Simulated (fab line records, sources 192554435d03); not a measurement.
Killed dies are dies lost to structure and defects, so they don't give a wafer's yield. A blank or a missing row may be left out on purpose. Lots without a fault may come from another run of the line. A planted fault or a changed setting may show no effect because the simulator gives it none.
Which tool did it? | flow n5_finfet | 12 lots, 36 wafers sampled, at 4 steps of a route of 1938

WHAT THE GAUGES READ, wafer by wafer
N5_BEOL_M6_OCD_MEAS_38.
lot  | measured     | on     | trench_depth_nm (nm)
L077 | day 9 09:10  | ocd-02 | 93.7 94.0 92.6
L075 | day 9 18:48  | ocd-02 | 95.2 93.9 94.9
L079 | day 11 03:43 | ocd-02 | 93.4 91.5 96.2
L082 | day 11 03:50 | ocd-02 | 96.6 93.7 97.0
L083 | day 11 10:36 | ocd-02 | 94.2 96.6 96.5
L085 | day 12 06:23 | ocd-01 | 94.3 93.0 93.7
L088 | day 12 15:10 | ocd-02 | 94.0 93.3 90.4
L086 | day 12 16:53 | ocd-02 | 95.6 92.7 92.6
L091 | day 13 12:58 | ocd-02 | 92.2 92.2 92.1
L093 | day 14 03:55 | ocd-01 | 96.4 91.9 92.1
L094 | day 15 04:45 | ocd-02 | 93.4 92.6 92.1
L097 | day 16 04:47 | ocd-01 | 93.5 94.2 93.5

WHICH TOOL RAN EACH LOT (tool, then ch and the chambers of the sampled wafers, then the start)
lot  | N5_BEOL_M5_SPUTTER_88        | N5_BEOL_M6_ETCH_61                 | N5_BEOL_M6_ETCH_66
L077 | pvd_sputter-03, day 8 21:28  | rie_diel-02 ch 0,1,3, day 9 05:44  | rie_diel-06 ch 0,2,3, day 9 08:49
L075 | pvd_sputter-02, day 9 12:01  | rie_diel-02 ch 1,2,3, day 9 17:31  | rie_diel-01 ch 0,1,2, day 9 18:27
L079 | pvd_sputter-03, day 10 17:14 | rie_diel-02 ch 0,1, day 10 23:13   | rie_diel-06 ch 1,2,3, day 11 03:22
L082 | pvd_sputter-01, day 10 20:30 | rie_diel-01 ch 0,1,3, day 11 00:29 | rie_diel-01 ch 0,3, day 11 03:29
L083 | pvd_sputter-02, day 11 03:35 | rie_diel-06 ch 0,1,3, day 11 08:15 | rie_diel-01 ch 1,3, day 11 10:15
L085 | pvd_sputter-02, day 11 23:10 | rie_diel-02 ch 0,3, day 12 04:44   | rie_diel-02 ch 2,3, day 12 06:02
L088 | pvd_sputter-03, day 12 04:50 | rie_diel-06 ch 0,2,3, day 12 10:35 | rie_diel-06 ch 0,2,3, day 12 14:49
L086 | pvd_sputter-02, day 12 10:10 | rie_diel-06 ch 0,2,3, day 12 15:34 | rie_diel-06 ch 1,2,3, day 12 16:32
L091 | pvd_sputter-02, day 13 03:44 | rie_diel-06 ch 0,2,3, day 13 09:46 | rie_diel-02 ch 0,2,3, day 13 12:37
L093 | pvd_sputter-01, day 13 19:22 | rie_diel-06 ch 0,1,3, day 13 22:56 | rie_diel-01 ch 0,2,3, day 14 03:34
L094 | pvd_sputter-03, day 14 20:42 | rie_diel-06 ch 1,2,3, day 15 03:17 | rie_diel-02 ch 0,1,3, day 15 04:24
L097 | pvd_sputter-03, day 15 22:10 | rie_diel-01 ch 0,1,2, day 16 02:54 | rie_diel-02 ch 0,1,3, day 16 04:26
- N5_BEOL_M5_SPUTTER_88: material Cu, target thk 15 nm, time 27.62 s.
- N5_BEOL_M6_ETCH_61: etches SiARC in CF4, target depth 45.5 nm, time 75.8 s.
- N5_BEOL_M6_ETCH_66: etches SOC in N2/H2, target depth 80 nm, overetch 16 nm, time 120 s.

THE ANSWER, worked out from the rows above alone
Rule: what is usual is taken from the lots themselves. Put in order of their means at a reading, lots are off if they are a third of the lots or fewer, leave a main group of 4 or more, and stand apart from it by a gap of 3 or more times the standard deviation of the main group's means; of several such gaps the widest counts. A main group whose means are all the same, to the digits that the tables above print for the reading, isn't used. A lot without any number at a reading at which 4 lots or more have one is off too. The other lots that the step has rows for count as sound.
No lot is off at any reading shown: from this, nothing can be told.

WHAT THE SIMULATOR HAD PUT IN
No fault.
